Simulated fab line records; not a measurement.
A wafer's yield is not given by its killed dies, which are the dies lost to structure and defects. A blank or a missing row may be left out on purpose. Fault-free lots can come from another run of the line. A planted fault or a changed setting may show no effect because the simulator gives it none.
fab line records	flow nand-harc	part 1 of 2: steps 1 to 26 of 32
record: lots: 5	wafers: 15	last-day: 23
route steps=1159 shown A_STAIRCASE@734 A_SGD_CUT@747
lots untouched by any fault: they come from a run of this same line in which no faults occurred
start-h: start of the lot's first displayed wafer, in hours after the record's first day	wait-h: how many hours have passed since the lot's step before this one	" the same as in the row above	L1.1+2: several wafers, shown together as one row	- no value, or no start given	* or withheld: withheld	< > ~ a bound
route shown NAME@n: a module of which the file shows steps, and the number in the route of the first	usual: mean/standard deviation taken from wafers without a fault	same: alike in all rows	chamber/n: place in a boat	sites: per-site readings	_std_site: standard deviation of those values	_edge_site: outer sites' mean less inner sites'	radius-mm: for every site, how far away it sits from the centre of the wafer	mask NAME#n: copy n	behind: tool/chamber where the wafer was last shaped	hold: why the lot was held/for how many hours/how that ended	device: the n, p or np transistor that did not switch	end of line: the same wafers' tests at the end of the route	step lacking rows: just its recipe	killed: not the wafer's yield, but the dies lost to structure and defects at the first sort	map: a wafer's dies, marking killed ones x, the rest . and places with no die _
set.NAME: the setting that was run; set.NAME@STEP: the one run at that earlier step	model.NAME: the simulator's own value behind a step, which no gauge read
certain route steps with their lots: each step a table, each wafer a row
services: when a tool's chamber went out of use (start-h, in hours from the record's first day, below 0 if earlier), for how many hours, and the reason
== steps ==
step: NHARC_A_STAIRCASE_CMP_152
usual: edge-zone-pressure-frac: 0.999/0.0053	motor-current-A: 12.2/0.86	slurry-flow-ml-min: 150.1/0.49
lot.wafer	tool	chamber	start-h	wait-h	edge-zone-pressure-frac	motor-current-A	slurry-flow-ml-min
L074.3	cmp-01	3	302.76	0.1	1.003	11.8	150.1
L074.2	"	0	"	"	0.995	11.8	150.4
L074.6	"	3	"	"	1.003	12.0	149.6
L081.4	cmp-04	1	337.04	0.1	0.995	11.0	150.4
L081.1	"	3	"	"	0.999	12.3	149.1
L081.6	"	0	"	"	1.000	12.1	150.1
L082.2	cmp-01	1	350.82	0.1	0.998	14.2	150.0
L082.4	"	2	"	"	1.004	12.2	149.5
L082.5	"	1	"	"	0.998	13.2	149.7
L083.2	cmp-04	3	361.02	0.1	0.990	12.4	149.9
L083.4	"	1	"	"	0.990	11.1	150.8
L083.6	"	2	"	"	0.998	12.4	149.2
L091.2	cmp-02	2	402.51	0.1	1.003	10.8	150.3
L091.4	"	3	"	"	0.986	11.8	150.5
L091.1	"	0	"	"	1.004	13.1	149.5
step: NHARC_A_STAIRCASE_SRD_154
lot.wafer	tool	chamber	start-h	wait-h
L074.2+3+6	wet-bench-09	5,6,7	303.06	0.1
L081.1+4+6	wet-bench-01	4,5,6	337.32	0.0
L082.2+5+4	wet-bench-01	5,7,1	351.12	0.0
L083.4+2+6	wet-bench-01	0,4,5	361.30	0.0
L091.4+1+2	wet-bench-09	0,3,4	402.80	0.0
step: NHARC_A_STAIRCASE_ETCH_403
recipe: target-depth-a: 1082	chemistry: dHF	material: SiO2
lot.wafer	tool	chamber	start-h	wait-h
L074.2+3+6	wet-bench-09	5,6,7	303.08	0.0
L081.1+4+6	wet-bench-01	4,5,6	337.35	0.0
L082.2+5+4	wet-bench-01	5,7,1	351.14	0.0
L083.4+2+6	wet-bench-01	0,4,5	361.32	0.0
L091.4+1+2	wet-bench-09	0,3,4	402.83	0.0
step: NHARC_A_STAIRCASE_ETCHBACK_422
recipe: target-depth-a: 400	over-etch-frac: 0.3	time-s: 74.286	ion-energy-ev: 120	ch3f-flow-sccm: 50	o2-flow-sccm: 30	ar-flow-sccm: 200	rf-w: 500	bias-w: 100	chemistry: CH3F/O2
usual: drypump-motor-current-A: 5.9/0.46	oes-product-au: 0.97/0.04	rf-fwd-power-W: 495.0/2.1	rf-vpp-V: 244.0/1.5	showerhead-plenum-p-Torr: 2.43/0.086	throttle-valve-pct: 20.663/0.0097
same: over-etch-frac: 0.3
lot.wafer	tool	chamber	start-h	wait-h	drypump-motor-current-A	oes-product-au	rf-fwd-power-W	rf-hours-counter-h	rf-vpp-V	showerhead-plenum-p-Torr	throttle-valve-pct
L074.2	rie-diel-09	2	303.22	0.1	5.4	1.00	492.7	18	245.3	2.55	20.655
L074.3	"	1	"	"	6.8	0.99	493.1	19	243.7	2.44	20.651
L074.6	"	3	"	"	5.3	1.00	498.5	-	245.6	2.52	20.654
L081.1	rie-diel-13	2	337.49	0.1	6.3	0.99	494.6	18	243.1	2.34	20.658
L081.4	"	1	"	"	5.7	0.99	493.8	20	246.0	2.63	20.645
L081.6	"	2	"	"	6.3	1.00	494.6	-	241.6	2.34	20.669
L082.2	rie-diel-13	0	351.30	0.2	5.9	0.93	496.6	27	245.4	2.50	20.673
L082.4	"	1	"	"	5.7	0.92	494.9	26	246.3	2.62	20.654
L082.5	"	0	"	"	5.9	0.93	497.1	-	245.8	2.51	20.649
L083.2	rie-diel-09	3	361.47	0.1	5.3	0.93	495.6	40	245.0	2.51	20.653
L083.4	"	0	"	"	5.7	0.90	497.8	40	242.3	2.30	20.649
L083.6	"	0	"	"	5.7	0.91	495.7	-	241.6	2.30	20.660
L091.2	rie-diel-13	0	402.97	0.1	5.9	1.01	493.6	44	244.1	2.50	20.667
L091.4	"	1	"	"	5.7	1.00	495.9	44	246.5	2.62	20.676
L091.1	"	2	"	"	6.3	1.00	498.1	42	242.6	2.34	20.651
step: NHARC_A_STAIRCASE_ETCH_423
recipe: target-depth-a: 300	chemistry: dHF	material: SiO2
lot.wafer	tool	chamber	start-h	wait-h
L074.2+6+3	wet-bench-09	7,0,2	303.39	0.2
L081.1+4+6	wet-bench-09	4,5,7	337.66	0.1
L082.4+5+2	wet-bench-01	7,0,3	351.48	0.1
L083.4+2+6	wet-bench-03	2,6,7	361.63	0.1
L091.4+1+2	wet-bench-01	5,7,1	403.14	0.1
step: NHARC_A_STAIRCASE_ETCHBACK_157
recipe: target-depth-a: 900	over-etch-frac: 0.3	time-s: 167.14	ion-energy-ev: 120	ch3f-flow-sccm: 50	o2-flow-sccm: 30	ar-flow-sccm: 200	rf-w: 500	bias-w: 100	chemistry: CH3F/O2
usual: drypump-motor-current-A: 5.9/0.43	oes-product-au: 0.96/0.033	rf-fwd-power-W: 497.5/1.7	rf-vpp-V: 244.1/1.7	showerhead-plenum-p-Torr: 2.44/0.093	throttle-valve-pct: 20.663/0.0087
same: over-etch-frac: 0.3
lot.wafer	tool	chamber	start-h	wait-h	drypump-motor-current-A	oes-product-au	rf-fwd-power-W	rf-hours-counter-h	rf-vpp-V	showerhead-plenum-p-Torr	throttle-valve-pct
L074.3	rie-diel-13	2	303.59	0.2	6.3	1.00	500.0	5	242.6	2.35	20.656
L074.2	"	3	"	"	5.4	1.00	496.2	6	243.9	2.44	20.680
L074.6	"	2	"	"	6.3	0.99	498.0	-	242.7	2.35	20.661
L081.1	rie-diel-08	1	337.89	0.2	6.4	0.99	496.0	12	243.0	2.33	20.657
L081.4	"	2	"	"	6.3	1.00	494.2	12	243.4	2.42	20.664
L081.6	"	0	"	"	5.7	0.99	498.3	-	242.8	2.42	20.669
L082.4	rie-diel-13	2	351.76	0.3	6.4	0.99	497.8	25	242.0	2.34	20.662
L082.2	"	3	"	"	5.4	0.98	497.7	26	245.2	2.43	20.667
L082.5	"	2	"	"	6.4	0.99	500.2	-	241.9	2.34	20.652
L083.4	rie-diel-09	2	361.84	0.2	5.3	0.94	499.5	42	245.3	2.54	20.659
L083.2	"	3	"	"	5.3	0.96	498.5	40	244.2	2.51	20.653
L083.6	"	3	"	"	5.3	0.95	498.7	-	245.6	2.51	20.671
L091.4	rie-diel-08	3	403.33	0.2	6.3	0.92	496.5	34	242.8	2.39	20.676
L091.1	"	0	"	"	5.7	0.91	500.0	30	243.2	2.42	20.672
L091.2	"	1	"	"	6.5	0.93	498.4	32	242.3	2.32	20.662
step: NHARC_A_STAIRCASE_STRIP_475
recipe: time-s: 20	o2-flow-sccm: 500	ar-flow-sccm: 0	bias-w: 0	chemistry: O2
usual: drypump-motor-current-A: 6.0/0.43	oes-product-au: 0.998/0.0092	rf-vpp-V: 57.7/0.91	showerhead-plenum-p-Torr: 3.49/0.12	throttle-valve-pct: 17.037/0.0098
lot.wafer	tool	chamber	start-h	wait-h	drypump-motor-current-A	oes-product-au	rf-hours-counter-h	rf-vpp-V	showerhead-plenum-p-Torr	throttle-valve-pct
L074.2	rie-diel-13	0	-	-	5.9	0.996	6	57.8	3.60	17.049
L074.3	"	1	"	"	5.7	0.987	5	58.2	3.77	17.035
L074.6	"	3	"	"	5.4	1.010	-	58.5	3.50	17.036
L081.1	rie-diel-08	0	-	-	5.7	0.989	12	58.1	3.48	17.042
L081.4	"	1	"	"	6.5	0.986	12	57.3	3.35	17.043
L081.6	"	2	"	"	6.3	0.996	-	58.4	3.48	17.014
L082.4	rie-diel-13	3	-	-	5.4	0.998	26	57.2	3.49	17.045
L082.2	"	0	"	"	5.9	1.007	28	59.8	3.59	17.049
L082.5	"	3	"	"	5.4	0.996	-	57.2	3.49	17.042
L083.4	rie-diel-09	1	-	-	6.8	0.986	40	58.5	3.49	17.050
L083.2	"	3	"	"	5.3	1.009	40	58.2	3.60	17.029
L083.6	"	1	"	"	6.8	0.987	-	57.5	3.49	17.033
L091.2	rie-diel-08	1	-	-	6.5	1.001	32	56.5	3.34	17.036
L091.4	"	2	"	"	6.3	0.996	34	56.5	3.46	17.038
L091.1	"	3	"	"	6.4	0.991	34	57.8	3.44	17.030
step: NHARC_A_STAIRCASE_DEP_471
recipe: target-thk-a: 1000	temp-c: 400	pressure-torr: 6.5	rf-w: 900	teos-flow-sccm: 161.4	flow-sccm: 2650	target-thk-nm: 100	gas: O2	material: SiO2
usual: heater-power-w: 499/72	rf-fwd-power-W: 895.7/2.9	throttle-valve-pct: 15.8/0.53
lot.wafer	tool	chamber	start-h	wait-h	heater-power-w	rf-fwd-power-W	since-wet-clean-h	throttle-valve-pct
L074.2	pecvd-01	0	303.86	-	582	893.0	54	16.0
L074.3	"	2	"	"	459	899.7	54	16.2
L074.6	"	2	"	"	456	903.0	-	15.9
L081.1	pecvd-04	0	338.22	-	465	891.0	130	15.7
L081.4	"	1	"	"	505	896.3	-	15.5
L081.6	"	2	"	"	506	897.7	-	16.0
L082.2	pecvd-01	1	352.02	-	620	896.6	102	14.9
L082.5	"	1	"	"	643	893.5	-	14.9
L082.4	"	2	"	"	456	896.5	-	16.2
L083.2	pecvd-01	2	362.17	-	430	896.9	112	16.4
L083.4	"	0	"	"	479	893.2	-	16.4
L083.6	"	1	"	"	601	894.6	-	14.5
L091.2	pecvd-04	2	403.64	-	490	894.0	14	16.3
L091.1	"	0	"	"	414	895.1	14	15.5
L091.4	"	0	"	"	433	891.9	-	16.0
step: NHARC_A_STAIRCASE_CMP_472
recipe: material: SiO2
usual: edge-zone-pressure-frac: 0.999/0.0054	motor-current-A: 12.2/0.89	slurry-flow-ml-min: 149.9/0.53
lot.wafer	tool	chamber	start-h	wait-h	edge-zone-pressure-frac	motor-current-A	slurry-flow-ml-min
L074.3	cmp-02	1	304.14	0.2	1.004	11.0	149.8
L074.2	"	3	"	"	0.984	11.5	149.1
L074.6	"	2	"	"	0.999	10.7	149.4
L081.1	cmp-01	3	338.49	0.2	1.012	11.6	149.9
L081.4	"	2	"	"	1.003	13.5	149.3
L081.6	"	0	"	"	1.004	11.6	149.9
L082.4	cmp-04	3	352.30	0.1	1.000	12.2	150.5
L082.2	"	1	"	"	1.003	11.2	150.6
L082.5	"	3	"	"	0.996	11.7	150.0
L083.4	cmp-01	2	362.41	0.2	0.996	12.8	150.7
L083.2	"	3	"	"	0.999	11.8	150.5
L083.6	"	2	"	"	1.002	12.0	150.6
L091.4	cmp-01	1	403.91	0.1	1.004	14.0	150.7
L091.2	"	2	"	"	1.001	12.2	149.6
L091.1	"	3	"	"	1.000	11.8	149.5
step: NHARC_A_STAIRCASE_SRD_474
lot.wafer	tool	chamber	start-h	wait-h
L074.6+2+3	wet-bench-01	0,2,4	304.40	0.0
L081.4+6+1	wet-bench-03	6,1,2	338.76	0.0
L082.5+4+2	wet-bench-01	0,1,2	352.56	0.0
L083.4+6+2	wet-bench-03	7,1,2	362.65	0.0
L091.2+4+1	wet-bench-03	1,4,6	404.14	0.0
step: NHARC_A_STAIRCASE_INSPECT_155
usual: raw-defect-count: 382/180
lot.wafer	tool	chamber	start-h	wait-h	raw-defect-count
L074.2	defect-inspect-01	-	304.51	0.1	452
L074.3	"	-	"	"	205
L074.6	"	-	"	"	273
L081.1	defect-inspect-02	-	338.84	0.1	315
L081.4	"	-	"	"	326
L081.6	"	-	"	"	177
L082.2	defect-inspect-02	-	352.64	0.1	345
L082.4	"	-	"	"	506
L082.5	"	-	"	"	502
L083.2	defect-inspect-01	-	362.73	0.1	409
L083.4	"	-	"	"	422
L083.6	"	-	"	"	350
L091.1	defect-inspect-01	-	404.22	0.1	514
L091.2	"	-	"	"	374
L091.4	"	-	"	"	344
step: NHARC_A_SGD_CUT_DEP_00
recipe: target-thk-a: 500	temp-c: 400	target-thk-nm: 50	flow-sccm: 200	rf-w: 450	material: SiNx
usual: heater-power-w: 681/83	rf-fwd-power-W: 448.1/1.4
lot.wafer	tool	chamber	start-h	wait-h	heater-power-w	rf-fwd-power-W	since-wet-clean-h
L074.3	pecvd-02	1	304.58	0.1	754	447.0	138
L074.2	"	2	"	"	763	446.9	138
L074.6	"	1	"	"	755	447.9	-
L081.1	pecvd-01	2	338.97	0.1	545	447.9	89
L081.6	"	1	"	"	790	446.8	-
L081.4	"	2	"	"	547	446.2	-
L082.2	pecvd-02	0	352.87	0.2	638	449.0	6
L082.4	"	2	"	"	840	447.6	-
L082.5	"	0	"	"	642	449.8	-
L083.2	pecvd-04	1	362.83	0.1	706	447.1	155
L083.6	"	0	"	"	527	448.8	-
L083.4	"	1	"	"	707	449.4	-
L091.2	pecvd-02	1	404.32	0.1	714	449.0	57
L091.1	"	2	"	"	866	447.6	57
L091.4	"	1	"	"	687	448.2	-
step: NHARC_A_SGD_CUT_DEHYDRATE_01
recipe: temp-c: 150	time-s: 120
lot.wafer	tool	chamber	start-h	wait-h
L074.2+3+6	litho-track-04	0	304.85	0.2
L081.1+4+6	litho-track-04	0	339.18	0.2
L082.2+4+5	litho-track-04	0	353.08	0.2
L083.2+4+6	litho-track-01	0	363.07	0.2
L091.1+2+4	litho-track-06	0	404.56	0.2
step: NHARC_A_SGD_CUT_HMDS_02
recipe: time-s: 30
lot.wafer	tool	chamber	start-h	wait-h
L074.2+3+6	litho-track-04	0	-	-
L081.1+4+6	litho-track-04	0	-	-
L082.2+4+5	litho-track-04	0	-	-
L083.2+4+6	litho-track-01	0	-	-
L091.1+2+4	litho-track-06	0	-	-
step: NHARC_A_SGD_CUT_COAT_56
recipe: temp-c: 260	time-s: 75
lot.wafer	tool	chamber	start-h	wait-h
L074.2+3+6	litho-track-04	0	-	-
L081.1+4+6	litho-track-04	0	-	-
L082.2+4+5	litho-track-04	0	-	-
L083.2+4+6	litho-track-01	0	-	-
L091.1+2+4	litho-track-06	0	-	-
step: NHARC_A_SGD_CUT_COAT_57
recipe: temp-c: 225	time-s: 65
lot.wafer	tool	chamber	start-h	wait-h
L074.2+3+6	litho-track-04	0	-	-
L081.1+4+6	litho-track-04	0	-	-
L082.2+4+5	litho-track-04	0	-	-
L083.2+4+6	litho-track-01	0	-	-
L091.1+2+4	litho-track-06	0	-	-
step: NHARC_A_SGD_CUT_COAT_03
recipe: spin-rpm: 1500	resist-thk-nm: 90
lot.wafer	tool	chamber	start-h	wait-h
L074.2+3+6	litho-track-04	0	-	-
L081.1+4+6	litho-track-04	0	-	-
L082.2+4+5	litho-track-04	0	-	-
L083.2+4+6	litho-track-01	0	-	-
L091.1+2+4	litho-track-06	0	-	-
step: NHARC_A_SGD_CUT_SOFTBAKE_04
recipe: temp-c: 105	time-s: 55
lot.wafer	tool	chamber	start-h	wait-h
L074.2+3+6	litho-track-04	0	-	-
L081.1+4+6	litho-track-04	0	-	-
L082.2+4+5	litho-track-04	0	-	-
L083.2+4+6	litho-track-01	0	-	-
L091.1+2+4	litho-track-06	0	-	-
step: NHARC_A_SGD_CUT_EBR_05
lot.wafer	tool	chamber	start-h	wait-h
L074.2+3+6	litho-track-04	0	-	-
L081.1+4+6	litho-track-04	0	-	-
L082.2+4+5	litho-track-04	0	-	-
L083.2+4+6	litho-track-01	0	-	-
L091.1+2+4	litho-track-06	0	-	-
step: NHARC_A_SGD_CUT_EXPOSE_06
recipe: na: 1.35	dose-mj: 85.59	mask-id: SGD
usual: exposure-dose-mJ-cm2: 85.9/0.63	stage-vel-mm-s: 500.01/0.23
lot.wafer	tool	chamber	start-h	wait-h	mask	exposure-dose-mJ-cm2	stage-vel-mm-s
L074.2	arfi-scanner-01	0	305.16	-	SGD#0	85.6	499.89
L074.3	"	0	"	"	SGD#0	85.6	499.77
L074.6	"	0	"	"	SGD#0	85.6	499.48
L081.1	arfi-scanner-03	0	339.49	-	SGD#0	85.4	499.93
L081.4	"	0	"	"	SGD#0	85.5	500.41
L081.6	"	0	"	"	SGD#0	85.4	499.77
L082.2	arfi-scanner-01	0	353.40	-	SGD#0	85.6	500.22
L082.4	"	0	"	"	SGD#0	85.5	500.36
L082.5	"	0	"	"	SGD#0	85.6	500.57
L083.2	arfi-scanner-03	0	363.38	-	SGD#0	85.3	499.97
L083.4	"	0	"	"	SGD#0	85.4	500.24
L083.6	"	0	"	"	SGD#0	85.4	500.15
L091.1	arfi-scanner-03	0	404.75	-	SGD#0	85.4	499.62
L091.2	"	0	"	"	SGD#0	85.5	499.79
L091.4	"	0	"	"	SGD#0	85.4	499.49
step: NHARC_A_SGD_CUT_PEB_07
recipe: peb-temp-c: 100	peb-time-s: 65
lot.wafer	tool	chamber	start-h	wait-h
L074.2+3+6	litho-track-06	0	305.23	0.1
L081.1+4+6	litho-track-01	0	339.55	0.1
L082.2+4+5	litho-track-06	0	353.45	0.1
L083.2+4+6	litho-track-01	0	363.44	0.1
L091.1+2+4	litho-track-04	0	404.81	0.1
step: NHARC_A_SGD_CUT_DEVELOP_08
recipe: develop-time-s: 35	dev-temp-c: 23
lot.wafer	tool	chamber	start-h	wait-h
L074.2+3+6	litho-track-06	0	-	-
L081.1+4+6	litho-track-01	0	-	-
L082.2+4+5	litho-track-06	0	-	-
L083.2+4+6	litho-track-01	0	-	-
L091.1+2+4	litho-track-04	0	-	-
step: NHARC_A_SGD_CUT_CD_MEAS_09
recipe: target-cd-nm: 100	landing-energy-ev: 500
usual: cd-nm: 99.8/0.61
lot.wafer	tool	chamber	start-h	wait-h	cd-nm
L074.2	cd-sem-01	0	305.31	-	100.1
L074.3	"	0	"	"	100.4
L074.6	"	0	"	"	99.8
L081.1	cd-sem-01	0	339.63	-	100.1
L081.4	"	0	"	"	99.8
L081.6	"	0	"	"	100.1
L082.2	cd-sem-01	0	353.53	-	101.2
L082.4	"	0	"	"	99.6
L082.5	"	0	"	"	100.5
L083.2	cd-sem-03	0	363.52	-	98.8
L083.4	"	0	"	"	99.2
L083.6	"	0	"	"	99.7
L091.1	cd-sem-02	0	404.89	-	100.0
L091.2	"	0	"	"	99.7
L091.4	"	0	"	"	100.0
step: NHARC_A_SGD_CUT_OVL_MEAS_10
usual: overlay-x-nm: 0.0/0.99	overlay-y-nm: 0.3/0.92
lot.wafer	tool	chamber	start-h	wait-h	overlay-x-nm	overlay-y-nm
L074.2	overlay-02	-	305.39	-	0.9	0.2
L074.3	"	-	"	"	1.3	0.2
L074.6	"	-	"	"	0.9	0.2
L081.1	overlay-01	-	339.72	-	-0.8	1.7
L081.4	"	-	"	"	-1.1	1.5
L081.6	"	-	"	"	-1.2	1.7
L082.2	overlay-01	-	353.62	-	-0.2	-0.2
L082.4	"	-	"	"	0.3	0.0
L082.5	"	-	"	"	0.5	-0.4
L083.2	overlay-01	-	363.61	-	0.7	-1.6
L083.4	"	-	"	"	0.9	-1.6
L083.6	"	-	"	"	1.1	-1.3
L091.1	overlay-02	-	404.97	-	0.9	0.1
L091.2	"	-	"	"	0.8	0.5
L091.4	"	-	"	"	1.1	0.1
step: NHARC_A_SGD_CUT_INSPECT_11
usual: raw-defect-count: 18/8.6
lot.wafer	tool	chamber	start-h	wait-h	raw-defect-count
L074.2	defect-inspect-01	-	305.43	0.0	16
L074.3	"	-	"	"	12
L074.6	"	-	"	"	18
L081.1	defect-inspect-01	-	339.76	0.0	18
L081.4	"	-	"	"	25
L081.6	"	-	"	"	28
L082.2	defect-inspect-01	-	353.66	0.0	13
L082.4	"	-	"	"	16
L082.5	"	-	"	"	18
L083.2	defect-inspect-02	-	363.64	0.0	14
L083.4	"	-	"	"	8
L083.6	"	-	"	"	9
L091.1	defect-inspect-01	-	405.01	0.0	31
L091.2	"	-	"	"	29
L091.4	"	-	"	"	26
step: NHARC_A_SGD_CUT_DESCUM_14
recipe: time-s: 3	o2-flow-sccm: 200	ar-flow-sccm: 0	bias-power-w: 0	chemistry: O2
usual: drypump-motor-current-A: 5.6/0.44	oes-product-au: 0.997/0.0091	rf-vpp-V: 57.8/1	showerhead-plenum-p-Torr: 1.90/0.088	throttle-valve-pct: 11.311/0.0087
lot.wafer	tool	chamber	start-h	wait-h	drypump-motor-current-A	oes-product-au	rf-hours-counter-h	rf-vpp-V	showerhead-plenum-p-Torr	throttle-valve-pct
L074.2	rie-diel-01	0	305.49	0.1	5.6	1.001	19	54.9	1.87	11.316
L074.3	"	2	"	"	5.6	1.009	18	57.1	1.79	11.307
L074.6	"	1	"	"	5.4	1.004	-	57.7	1.82	11.306
L081.1	rie-diel-05	1	339.84	0.1	5.2	0.994	11	57.3	1.97	11.290
L081.4	"	3	"	"	6.0	1.013	10	56.2	2.00	11.311
L081.6	"	1	"	"	5.2	0.999	-	58.4	1.97	11.322
L082.2	rie-diel-01	2	353.72	0.1	5.6	0.992	5	57.4	1.79	11.321
L082.5	"	2	"	"	5.6	0.989	-	56.0	1.79	11.309
L082.4	"	1	"	"	5.3	0.979	-	57.8	1.82	11.305
L083.2	rie-diel-05	2	363.71	0.1	6.4	0.992	2	58.1	1.85	11.315
L083.4	"	0	"	"	5.3	1.001	2	56.2	1.93	11.315
L083.6	"	2	"	"	6.4	0.986	-	56.9	1.85	11.304
L091.4	rie-diel-01	1	405.08	0.1	5.4	0.989	10	57.7	1.82	11.303
L091.2	"	2	"	"	5.6	1.003	9	56.6	1.79	11.302
L091.1	"	3	"	"	6.2	1.006	6	59.8	1.95	11.325
